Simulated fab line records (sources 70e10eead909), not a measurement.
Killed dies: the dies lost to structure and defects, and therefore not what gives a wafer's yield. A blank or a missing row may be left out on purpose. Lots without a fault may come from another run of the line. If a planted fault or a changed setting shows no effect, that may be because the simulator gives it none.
fab line records	flow nandHarc	part 2 of 2: steps 25 to 33 of 33
record: lots: 5	wafers: 15	lastDay: 28
route steps=1159 shown A_SLIT@802 A_SIN_REMOVE@804 A_WL_FILL@809 A_CONTACT@840
lots that met no fault: from a run of the same line without faults
startH: start of the lot's first displayed wafer, in hours after the record's first day	waitH: hours since the lot's step before	" repeats the value in the row above	L1.1+2: one row covering several wafers at once	- either no value or no given start	* or withheld: withheld	< > ~ a bound
route shown NAME@n: names a module that has steps shown in the file, with the first one's number in the route	usual: mean and standard deviation over wafers with no fault	same: alike in all rows	chamber/n: place in a boat	sites: the reading at each site	_std_site: their standard deviation	_edge_site: mean of outer sites minus mean of inner sites	radiusMm: for every site, how far away it sits from the centre of the wafer	mask NAME#n: copy n	behind: the most recent tool/chamber to have shaped the wafer	hold: cause of the lot's hold/its duration in hours/its outcome	device: whichever transistor did not switch (one of n, p or np)	end of line: at the end of the route, the tests of the same wafers	where a step has no rows: the recipe by itself	killed: dies that structure and defects cost at the first sort, which is not the same as the wafer's yield	map: shows each die of a wafer: x if killed, . if not, _ if none is there
set.NAME: the run value of the setting; set.NAME@STEP: its run value at that earlier step	model.NAME: the simulator's own value behind a step, which no gauge read
lots at selected steps of the route; one table per step, one row per wafer
services: from which hour (startH, from the record's first day; less than 0 if before it) a tool's chamber was out of use, for how many hours, and why
== steps ==
step: NHARC_A_WL_FILL_ETCHBACK_26
recipe: targetDepthA: 520	timeS: 13.3	hbrFlowSccm: 150	rfW: 350	icpW: 350	biasW: 60	chemistry: HBr
usual: drypumpMotorCurrentA: 5.5/0.37	hbrFlowSccm: 149.9/0.46	oesProductAu: 1.000/0.0084	throttleValvePct: 23.266/0.0093
lot.wafer	tool	chamber	startH	waitH	drypumpMotorCurrentA	hbrFlowSccm	oesProductAu	rfHoursCounterH	throttleValvePct
L079.1	rieSi-03	1	443.32	0.4	5.7	149.8	1.007	0.7	23.284
L079.3	"	2	"	"	5.5	149.5	1.004	0.6	23.279
L079.2	"	3	"	"	5.6	150.3	0.989	0.9	23.256
L081.1	rieSi-06	3	443.35	0.4	5.1	150.0	0.998	0.6	23.265
L081.4	"	0	"	"	4.9	149.8	0.992	0.6	23.266
L081.5	"	3	"	"	5.1	149.7	0.991	-	23.255
L084.1	rieSi-03	2	445.64	0.4	5.4	150.6	1.005	0.6	23.250
L084.3	"	1	"	"	5.7	149.6	0.995	0.7	23.261
L084.6	"	3	"	"	5.6	149.3	0.982	-	23.278
L094.4	rieSi-05	2	495.22	0.4	4.9	150.7	0.995	0.5	23.265
L094.2	"	0	"	"	6.0	149.6	0.994	0.5	23.268
L094.5	"	2	"	"	5.0	149.7	0.997	-	23.268
L097.4	rieSi-06	3	514.06	0.4	5.2	149.7	0.995	1.1	23.266
L097.3	"	0	"	"	4.9	150.0	0.991	1.1	23.257
L097.5	"	1	"	"	5.7	150.4	0.985	-	23.269
step: NHARC_A_WL_FILL_PRECLEAN_30
recipe: timeS: 10	chemistry: dHF
lot.wafer	tool	chamber	startH	waitH
L079.3+2+1	wetBench-05	5,7,1	443.46	0.1
L081.4+1+5	wetBench-09	4,0,1	443.48	0.1
L084.1+6+3	wetBench-05	1,3,4	445.78	0.1
L094.5+2+4	wetBench-07	3,5,6	495.36	0.1
L097.3+4+5	wetBench-05	0,3,4	514.18	0.1
step: NHARC_A_WL_FILL_SRD_14
lot.wafer	tool	chamber	startH	waitH
L079.3+2+1	wetBench-05	5,7,1	443.49	0.0
L081.4+1+5	wetBench-09	4,0,1	443.51	0.0
L084.1+6+3	wetBench-05	1,3,4	445.80	0.0
L094.5+2+4	wetBench-07	3,5,6	495.38	0.0
L097.3+4+5	wetBench-05	0,3,4	514.20	0.0
step: NHARC_A_WL_FILL_ALD_19
recipe: targetThkA: 20	pulseTimeS: 3	aldCycles: 100	tempC: 450	material: TiN
usual: heaterPowerW: 1080/100	precursorPulseHeightRel: 1.001/0.019	susceptorTempC: 450.00/0.23
same: pulseTimeS: 3
lot.wafer	tool	chamber	startH	waitH	heaterPowerW	precursorPulseHeightRel	susceptorTempC
L079.3	aldMetal-04	0	443.59	0.1	965	0.999	449.97
L079.2	"	1	"	"	1051	1.025	449.68
L079.1	"	3	"	"	1149	0.960	449.80
L081.4	aldMetal-02	3	443.65	0.1	1309	0.987	450.14
L081.1	"	0	"	"	968	1.000	450.23
L081.5	"	1	"	"	1088	1.013	449.76
L084.3	aldMetal-01	2	445.92	0.1	983	0.983	449.75
L084.1	"	3	"	"	1096	0.993	450.16
L084.6	"	1	"	"	1222	0.978	449.80
L094.4	aldMetal-04	1	495.48	0.1	1086	1.028	450.13
L094.2	"	2	"	"	1160	0.982	449.71
L094.5	"	1	"	"	1067	0.997	450.42
L097.3	aldMetal-04	2	514.30	0.1	1140	1.015	450.08
L097.4	"	1	"	"	1064	0.999	450.14
L097.5	"	2	"	"	1174	0.978	450.27
step: NHARC_A_WL_FILL_CVD_20
recipe: targetThkA: 750	tempC: 300	pressureTorr: 40	wf6FlowSccm: 40	h2FlowSccm: 1600	arFlowSccm: 1560	timeS: 5064	material: W
usual: heaterPowerW: 468/61	susceptorTempC: 300.00/0.21	throttleValvePct: 7.88/0.22
lot.wafer	tool	chamber	startH	waitH	heaterPowerW	susceptorTempC	throttleValvePct
L079.2	cvdW-02	1	-	-	506	300.28	7.89
L079.1	"	0	"	"	471	300.01	7.58
L079.3	"	0	"	"	457	300.09	7.88
L081.1	cvdW-01	1	-	-	387	-	8.17
L081.4	"	0	"	"	524	-	8.10
L081.5	"	0	"	"	528	-	8.07
L084.1	cvdW-01	0	-	-	518	-	8.28
L084.3	"	0	"	"	528	-	8.25
L084.6	"	0	"	"	534	-	7.89
L094.2	cvdW-02	1	-	-	506	-	7.82
L094.4	"	0	"	"	470	-	7.71
L094.5	"	0	"	"	463	-	7.68
L097.3	cvdW-02	1	-	-	497	299.67	7.82
L097.4	"	0	"	"	457	300.16	7.59
L097.5	"	1	"	"	503	299.60	7.65
step: NHARC_A_WL_FILL_CMP_12
recipe: tOverpolishS: 30	targetThkNm: 75
usual: edgeZonePressureFrac: 1.000/0.0054	motorCurrentA: 12.1/1.3	overpolishRunS: 29.999/0.0094	timeToEndpointS: 15.5/2.1
lot.wafer	tool	chamber	startH	waitH	edgeZonePressureFrac	motorCurrentA	overpolishRunS	timeToEndpointS
L079.1	cmp-03	3	463.89	3.6	0.997	15.0	29.988	14.3
L079.2	"	1	"	"	1.004	11.2	29.993	11.5
L079.3	"	2	"	"	0.995	11.2	29.995	15.7
L081.4	cmp-04	3	464.12	2.9	0.998	12.6	29.977	15.5
L081.1	"	1	"	"	1.004	11.9	30.006	14.9
L081.5	"	0	"	"	1.005	11.5	30.008	14.3
L084.3	cmp-01	0	470.19	2.2	1.002	12.4	29.995	16.0
L084.1	"	2	"	"	0.996	10.7	30.001	16.1
L084.6	"	0	"	"	0.997	12.6	29.999	16.4
L094.2	cmp-03	0	523.52	4.3	0.998	10.3	29.996	16.9
L094.4	"	2	"	"	1.000	11.3	30.019	19.0
L094.5	"	1	"	"	1.000	11.0	29.992	11.6
L097.4	cmp-04	3	541.02	2.2	1.003	12.5	29.992	10.9
L097.3	"	1	"	"	1.003	12.5	29.985	15.4
L097.5	"	3	"	"	1.001	12.6	29.989	14.0
step: NHARC_A_WL_FILL_SRD_31
lot.wafer	tool	chamber	startH	waitH
L079.3+2+1	wetBench-05	3,4,5	464.22	0.0
L081.5+4+1	wetBench-07	2,4,6	464.44	0.0
L084.1+3+6	wetBench-07	0,1,3	470.52	0.0
L094.5+4+2	wetBench-09	4,5,0	523.84	0.0
L097.4+5+3	wetBench-05	7,1,2	541.32	0.0
step: NHARC_A_WL_FILL_INSPECT_15
usual: rawDefectCount: 363/120
lot.wafer	tool	chamber	startH	waitH	rawDefectCount
L079.1	defectInspect-02	-	464.36	0.0	523
L079.2	"	-	"	"	478
L079.3	"	-	"	"	457
L081.1	defectInspect-02	-	464.61	0.1	221
L081.4	"	-	"	"	230
L081.5	"	-	"	"	250
L084.1	defectInspect-02	-	470.66	0.0	369
L084.3	"	-	"	"	356
L084.6	"	-	"	"	393
L094.2	defectInspect-02	-	523.98	0.0	335
L094.4	"	-	"	"	438
L094.5	"	-	"	"	727
L097.3	defectInspect-01	-	541.48	0.0	295
L097.4	"	-	"	"	251
L097.5	"	-	"	"	367
step: NHARC_A_CONTACT_DEP_24
recipe: targetThkA: 5000	tempC: 400	pressureTorr: 6.5	rfW: 900	teosFlowSccm: 161.4	flowSccm: 2650	targetThkNm: 500	gas: O2	material: SiO2
usual: heaterPowerW: 529/89	mfcPrecursorSccm: 161.5/0.54	showerheadVppV: 1837/57	susceptorTempC: 400.02/0.23	throttleValvePct: 15.7/0.49
lot.wafer	tool	chamber	startH	waitH	heaterPowerW	mfcPrecursorSccm	showerheadVppV	susceptorTempC	throttleValvePct
L079.2	pecvd-04	0	464.49	0.1	480	161.4	1889	399.75	15.1
L079.3	"	1	"	"	485	160.8	1826	400.10	16.4
L079.1	"	2	"	"	480	161.1	1898	400.08	16.2
L081.1	pecvd-04	0	464.85	0.2	480	162.3	1865	400.27	15.1
L081.4	"	1	"	"	502	162.1	1832	400.23	16.1
L081.5	"	2	"	"	511	161.9	1889	399.87	16.3
L084.3	pecvd-02	1	470.73	0.1	494	161.3	1839	400.18	15.6
L084.1	"	0	"	"	573	161.5	1655	399.85	16.2
L084.6	"	2	"	"	692	162.1	1828	399.87	15.7
L094.2	pecvd-03	1	524.14	0.2	536	161.7	1827	400.05	14.8
L094.4	"	1	"	"	576	161.8	1812	399.95	15.1
L094.5	"	2	"	"	579	162.4	1872	400.20	15.6
L097.3	pecvd-04	0	541.61	0.1	467	161.3	1835	400.15	15.8
L097.4	"	2	"	"	490	161.5	1883	399.83	16.4
L097.5	"	1	"	"	464	161.8	1830	399.92	16.1
== services ==
tool	chamber	startH	hours	kind
rieMetal-02	-	388.00	9.0	pm
wetBench-01	-	389.60	8.0	pm
rieDiel-07	-	405.20	9.0	pm
aldMetal-04	-	406.11	10.0	pm
aldHk-01	-	412.13	10.0	pm
aldMetal-01	2	418.71	7.0	repair
wetH3po4-01	-	422.79	31.8	repair
wetBench-02	-	436.44	3.2	repair
wetBench-07	-	448.00	8.0	pm
rieMetal-03	-	453.00	9.0	pm
plasmaAsher-01	-	453.22	9.0	pm
wetH3po4-01	-	454.62	8.0	pm
aldMetal-01	-	458.00	10.0	pm
wetBench-09	-	464.80	8.0	pm
plasmaAsher-01	-	474.33	3.5	repair
cvdW-01	-	478.55	13.0	pm
furnace-01	-	496.64	26.0	pm
rieDiel-02	1	498.31	9.9	repair
aldMetal-04	0	501.42	7.0	repair
rieDiel-02	-	504.70	9.0	pm
rieMetal-01	-	509.00	9.0	pm
rieMetal-03	-	524.99	2.2	repair
rieMetal-01	-	527.47	0.3	repair
rieDiel-02	-	532.85	1.0	repair
